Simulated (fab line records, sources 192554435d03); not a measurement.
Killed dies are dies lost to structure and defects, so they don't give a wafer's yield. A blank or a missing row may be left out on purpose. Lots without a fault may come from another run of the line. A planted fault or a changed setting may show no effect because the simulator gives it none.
A struck lot beside a sound one | flow n5_finfet | 34 steps out of a route of 1938
Sound: wafers L531.1, L531.3, L531.6. Struck: wafer L529.2. (L529.1, L529.5 of the same lot were not struck and are left out.) The cause comes at the end.
At each step with rows: each side's tool, then ch and its chambers, then its first start. Under that, the readings that differ: sound wafers | struck wafers | difference of the means | sigmas: that difference in standard deviations of wafers without a fault.
alike: readings whose means differ by less than 2 such deviations, and words and numbers that are the same on both sides. not compared: withheld readings, readings that some wafer has no value for, bounds like >300 that may hide the same value, and numbers for which the record gives no deviation and whose values overlap.
The two part at a step that has a row with sigmas, a row that says differs or no value, or rows on one side only. Numbers that don't overlap but have no deviation are shown without sigmas and don't part them. A reading that every wafer of one side lacks parts them only if that side has two wafers or more.

first, 2 steps without rows for these wafers: N5_BEOL_M10_PRECLEAN_42 (cleans in residue remover, time 60 s); N5_BEOL_M10_SRD_43 (time 30 s).
N5_BEOL_M10_CD_MEAS_35: target cd 70 nm.
  sound on cd_sem-02, day 12 18:20; struck on cd_sem-01, day 11 19:59
  alike: cd_nm
then, 4 steps without rows for these wafers: N5_BEOL_M10_CURE_72 (cures SiCOH lowk, time 120 s); N5_BEOL_M10_DEGAS_44 (time 60 s); N5_BEOL_M10_PRE_CLEAN_45 (time 30 s); N5_BEOL_M10_ALD_74 (deposits TaN, target thk 2 nm, pulse time 2 s, purge time 3 s).
N5_BEOL_M10_SURFACE_TREAT_76:
  sound on pvd_sputter-02, day 12 19:10; struck on pvd_sputter-02, day 11 21:03
  not compared: throttle_valve_pct
then, 1 step without rows for these wafers: N5_BEOL_M10_CVD_75 (deposits Co from CCTBA/H2, target thk 2 nm, time 138.9 s).
N5_BEOL_M10_SPUTTER_48: material Cu, target thk 12 nm, time 2 s.
  sound on pvd_sputter-02, day 12 19:44; struck on pvd_sputter-02, day 11 21:19
  alike: throttle_valve_pct
then, 2 steps without rows for these wafers: N5_BEOL_M10_ECD_50 (material Cu, target thk 318 nm); N5_BEOL_M10_ANNEAL_51 (time 90 s).
N5_BEOL_M10_CMP_52: polishes, stops on SiCOH lowk, t overpolish 7 s, target thk 140 nm.
  sound on cmp-03 ch 0,1, day 12 20:26; struck on cmp-01 ch 2, day 11 22:04
  alike: barrier_field_endpoint_s, motor_current_A, overpolish_run_s, retaining_ring_pressure_frac, time_to_endpoint_s
then, 2 steps without rows for these wafers: N5_BEOL_M10_PRE_CLEAN_55 (time 15 s); N5_BEOL_M10_DEP_56 (deposits SiCN from 3MS/NH3, target thk 15 nm, time 26.5 s).
N5_BEOL_M10_INSPECT_58: inspects for defects (darkfield).
  sound on defect_inspect-01, day 12 20:54; struck on defect_inspect-01, day 11 22:31
  reading          | sound     | struck | difference | sigmas
  raw_defect_count | 70 82 112 | 1232   | +1144      | +44
N5_BEOL_M11_ILD_DEP_00: deposits SiCOH lowk from DEMS/porogen, target thk 308.51 nm, time 58 s.
  sound on pecvd-04 ch 1,2, day 12 20:56; struck on pecvd-04 ch 1, day 11 22:34
  alike: heater_power_w, showerhead_plenum_p_Torr, showerhead_vpp_V, throttle_valve_pct
N5_BEOL_M11_CURE_71: cures SiCOH lowk, time 240 s.
  sound on uv_cure-01 ch 1, day 12 21:01; struck on uv_cure-02 ch 1, day 11 22:38
  alike: lamp_power_pct, wafer_temp_C_max
N5_BEOL_M11_THK_MEAS_01:
  sound on film_metro-01, day 12 21:32; struck on film_metro-02, day 11 23:09
  alike: M11_ILD_THK
N5_BEOL_M11_PECVD_70: deposits SiO2 from TEOS/O2, target thk 20 nm, time 22.7 s.
  sound on pecvd-01 ch 0,2, day 12 21:34; struck on pecvd-01 ch 2, day 11 23:11
  alike: heater_power_w, showerhead_plenum_p_Torr, showerhead_vpp_V, throttle_valve_pct
then, 9 steps without rows for these wafers: N5_BEOL_M11_HM_DEP_02 (deposits TiN, target thk 20 nm); N5_BEOL_M11_COAT_59 (time 60 s, resist thk 100 nm); N5_BEOL_M11_COAT_60 (time 60 s, resist thk 30 nm); N5_BEOL_M11_COAT_05 (resist thk 90 nm); N5_BEOL_M11_EBR_07; N5_BEOL_M11_SOFTBAKE_06 (time 60 s); N5_BEOL_M11_EXPOSE_08 (exposes mask M11); N5_BEOL_M11_PEB_09 (peb time 60 s); N5_BEOL_M11_DEVELOP_10 (develop time 30 s).
N5_BEOL_M11_CD_MEAS_11: target cd 64.1 nm.
  sound on cd_sem-03 ch 0, day 12 22:29; struck on cd_sem-03 ch 0, day 12 02:26
  alike: cd_nm
N5_BEOL_M11_OVL_MEAS_12:
  sound on overlay-01 ch 0, day 12 22:31; struck on overlay-01 ch 0, day 12 02:28
  alike: M11_OVL
N5_BEOL_M11_INSPECT_13: inspects for defects (brightfield).
  sound on defect_inspect-02, day 12 22:32; struck on defect_inspect-02, day 12 02:29
  reading          | sound       | struck | difference | sigmas
  raw_defect_count | 371 404 503 | 1599   | +1173      | +10
then, 1 step without rows for these wafers: N5_BEOL_M11_DESCUM_16 (chemistry O2, time 7.9 s).
-- the record jumps here: 2 days lie between the struck wafers' starts before and after (it left off in module BEOL_M11 and takes up again in module PASSIVATION, whose first step shown is number 1936 of the route) --
N5_PASSIVATION_PROBE_49:
  the record has rows for the struck wafers here (prober-02, day 14 07:41) and none for the sound ones

WHERE THEY PART
First at N5_BEOL_M10_INSPECT_58; last, within this record, at N5_PASSIVATION_PROBE_49.

WHY: what the simulator had put in
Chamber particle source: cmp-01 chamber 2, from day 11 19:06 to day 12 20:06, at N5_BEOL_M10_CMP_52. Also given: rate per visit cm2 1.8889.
